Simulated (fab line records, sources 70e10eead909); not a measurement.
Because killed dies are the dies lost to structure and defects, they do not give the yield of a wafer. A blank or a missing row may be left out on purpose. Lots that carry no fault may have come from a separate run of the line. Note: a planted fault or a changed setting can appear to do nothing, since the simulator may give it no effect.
Struck lot and sound lot, side by side || flow nandHarc || 22 steps out of a route of 1302
Sound: the wafers L823.2, L823.3, L823.5. The struck wafers were L835.1, L835.3, L835.4. The cause comes at the end.
Order at every step that has rows: each side's tool, ch and its chambers, its first start. Under that, the readings that differ: sound wafers || struck wafers || difference of the means || sigmas: that difference in standard deviations of wafers without a fault.
alike: readings with means less than 2 such deviations apart, plus words and numbers identical on both sides. not compared: withheld readings, readings lacking a value on some wafer, bounds such as >300 that could conceal the same value, and numbers that have no deviation in the record and whose values overlap.
Wherever a step has rows on one side only, a row that says differs or no value, or a row with sigmas, the two part there. Numbers that don't overlap but have no deviation are shown without sigmas and don't part them. A reading that every wafer of one side lacks parts them only if that side has two wafers or more.

NHARC_A_CONTACT_CMP_20: polishes, t overpolish 30 s, target thk 300 nm.
  sound on cmp-02 ch 0,1,2, day 25 14:38; struck on cmp-04 ch 1,2,3, day 30 19:29
  alike: motorCurrentA, overpolishRunS, slurryFilterDpKPa, timeToEndpointS
after that, 1 step had no rows for these wafers: NHARC_A_CONTACT_SRD_22.
NHARC_A_CONTACT_INSPECT_23:
  struck on defectInspect-02, day 30 19:53; sound on defectInspect-01, day 25 15:02
{"reading": "rawDefectCount", "sound": "1030 664 468", "struck": "410 379 525", "difference": -283, "sigmas": -2}
then, 8 steps without rows for these wafers: NHARC_A_BLC_DEHYDRATE_00 (time 120 s); NHARC_A_BLC_HMDS_01 (time 30 s); NHARC_A_BLC_COAT_02 (time 75 s); NHARC_A_BLC_COAT_03 (time 65 s); NHARC_A_BLC_COAT_04 (resist thk 90 nm); NHARC_A_BLC_SOFTBAKE_05 (time 55 s); NHARC_A_BLC_EBR_06; NHARC_A_BLC_EXPOSE_07 (exposes mask A BLC, target cd 100 nm).
NHARC_A_BLC_PEB_08: peb time 65 s.
  sound on lithoTrack-06 ch 0, day 25 15:20; struck on lithoTrack-06 ch 0, day 30 20:11
{"reading": "heaterPowerTotalW (W)", "sound": "156.8 156.0 156.2", "struck": "185.8 186.1 187.2", "difference": "+30.0", "sigmas": "+70"}
then, 1 step without rows for these wafers: NHARC_A_BLC_DEVELOP_09 (develop time 35 s).
NHARC_A_BLC_CD_MEAS_10 targets a cd of 100 nm.
  sound on cdSem-02 ch 0, day 25 15:25; struck on cdSem-01 ch 0, day 30 20:16
{"reading": "cdNm (nm)", "sound": "99.5 99.7 99.7", "struck": "88.4 88.5 88.4", "difference": -11.2, "sigmas": -23}
NHARC_A_BLC_OVL_MEAS_11:
  struck on overlay-01, day 30 20:22; sound on overlay-02, day 25 15:30
  alike: overlayXNm, overlayYNm
NHARC_A_BLC_INSPECT_12:
  struck on defectInspect-02, day 30 20:23; sound on defectInspect-02, day 25 15:32
  alike: rawDefectCount
NHARC_A_BLC_DESCUM_15: chemistry O2, time 3 s.
  sound on rieDiel-06 ch 0,2,3, day 25 15:37; struck on rieDiel-06 ch 0,2,3, day 30 20:27
{"reading": "model.A_BLC.cdNm (nm)", "sound": "100.1 100 100.3", "struck": "87.84 88.16 88.5", "difference": -11.97, "sigmas": ""}
  alike: drypumpMotorCurrentA, oesProductAu, rfVppV, showerheadPlenumPTorr, throttleValvePct
  not compared: rfHoursCounterH
NHARC_A_BLC_ETCH_16: etches the open film in CF4, target depth 39 nm, time 65 s.
  sound on rieDiel-06 ch 0,2,3, day 25 15:41; struck on rieDiel-06 ch 0,2,3, day 30 20:32
  alike: drypumpMotorCurrentA, oesProductAu, rfVppV, showerheadPlenumPTorr, throttleValvePct
  not compared: rfHoursCounterH
NHARC_A_BLC_ETCH_17: etches the open film in N2/H2, target depth 390 nm, time 609.38 s.
  sound: rieDiel-06 ch 1,2,3; struck: rieDiel-06 ch 0,1,2
{"reading": "oesProductAu (a.u.)", "sound": "1.017 1.010 1.001", "struck": "0.999 0.986 0.997", "difference": -0.015, "sigmas": -2}
  alike: drypumpMotorCurrentA, rfVppV, showerheadPlenumPTorr, throttleValvePct
  not compared: rfHoursCounterH
NHARC_A_BLC_ETCH_18: etches the open film in C4F8/O2/Ar, target depth 910 nm.
  sound: rieDiel-06 ch 0,1,3; struck: rieDiel-06 ch 0,1,3
{"reading": "oesProductAu (a.u.)", "sound": "0.922 0.919 0.917", "struck": "0.972 0.981 0.954", "difference": "+0.050", "sigmas": "+2"}
{"reading": "model.A_BLC.cdNm (nm)", "sound": "98.32 99.93 99.9", "struck": "88.63 87.42 87.42", "difference": -11.56, "sigmas": ""}
  alike: rfVppV
  not compared: rfHoursCounterH
NHARC_A_BLC_CD_MEAS_19:
  struck on cdSem-01, day 30 21:25; sound on cdSem-03, day 25 16:34
{"reading": "cdNm (nm)", "sound": "98.1 100.0 100.6", "struck": "88.6 86.9 87.7", "difference": -11.8, "sigmas": -8}
-- record jumps: 2 days between struck wafers' starts before vs after; left off in module A_BLC, resumes in module END, first step shown is number 1302 of the route --
NHARC_END_SORT_01:
  sound on prober-02 ch 0, day 27 11:06; struck on prober-01 ch 0, day 33 01:17
{"reading": "killedAtArray", "sound": "45 55", "struck": "84 84 81", "difference": "+33", "sigmas": "+2"}
{"reading": "killedDies", "sound": "51 60", "struck": "86 89 91", "difference": "+33", "sigmas": "+2"}
  alike: killedAtOther, killedAtPeriphery, killedOpen, killedShort

== WHERE THEY PART ==
At NHARC_A_CONTACT_INSPECT_23 first; at NHARC_END_SORT_01 last (within this record only).

WHY: what had been put in by the simulator
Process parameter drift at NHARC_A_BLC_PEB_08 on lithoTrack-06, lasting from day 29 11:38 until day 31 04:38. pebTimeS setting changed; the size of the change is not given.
